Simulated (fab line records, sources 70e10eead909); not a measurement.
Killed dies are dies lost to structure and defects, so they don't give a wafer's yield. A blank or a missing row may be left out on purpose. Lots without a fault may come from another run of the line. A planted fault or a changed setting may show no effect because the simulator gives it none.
Chamber matching | flow nand_harc | NHARC_P_BONDPAD_DEP_00 on pecvd-04: 3 sister chambers
The step deposits SiCN, target thk 250 nm. 14 wafers are shown with their chamber, then 7 later ones without.

WAFERS WITH THEIR CHAMBER
wafer  | chamber | heater_power_w (W) | susceptor_temp_C (C)
L074.2 | 1       | 481                | 370.08
L074.5 | 1       | 503                | 369.78
L074.6 | 2       | 598                | 370.09
L077.1 | 0       | 634                | 370.14
L077.2 | 1       | 491                | 370.10
L077.5 | 0       | 533                | 369.65
L078.2 | 0       | 525                | 369.74
L078.3 | 2       | 583                | 370.05
L078.6 | 2       | 579                | 370.21
L075.1 | 0       | 609                | 370.12
L075.2 | 1       | 460                | 369.83
L075.3 | 1       | 482                | 370.33
L081.2 | 1       | 496                | 370.14
L081.3 | 2       | 590                | 370.23

SIGNATURES (means of the wafers above)
reading          | chamber 0 | chamber 1 | chamber 2 | scatter within a chamber
heater_power_w   | 575.25    | 485.50    | 587.50    | 30.5
susceptor_temp_C | 369.9125  | 370.0433  | 370.1450  | 0.197
Rule: a wafer's distance from a chamber is the root of the sum, over the readings, of the square of ((its reading less the chamber's mean) divided by the reading's scatter). The wafer belongs to the nearest chamber; if the next one is less than 2 further off, it can't be placed. The scatter: the root of (the sum of the squares of (reading less its chamber's mean) over the shown wafers, divided by (wafers less chambers)).

WAFERS WITHOUT THEIR CHAMBER
wafer  | heater_power_w (W) | susceptor_temp_C (C)
L081.5 | 498                | 369.95
L092.2 | 511                | 369.73
L092.3 | 612                | 370.11
L092.4 | 487                | 370.28
L093.3 | 514                | 370.18
L093.5 | 413                | 370.20
L093.6 | 585                | 370.27

WHICH CHAMBER EACH WENT THROUGH
wafer  | from the rows above          | in truth
L081.5 | can't be placed: 1 or 0      | 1
L092.2 | can't be placed: 1 or 0 or 2 | 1
L092.3 | can't be placed: 2 or 0      | 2
L092.4 | 1                            | 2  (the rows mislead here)
L093.3 | can't be placed: 1 or 2 or 0 | 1
L093.5 | 1                            | 1
L093.6 | can't be placed: 2 or 0      | 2
Placed correctly: 1 of 7. Can't be placed from these rows: 5 (the true chamber is among the candidates in 5). Placed wrongly: 1.
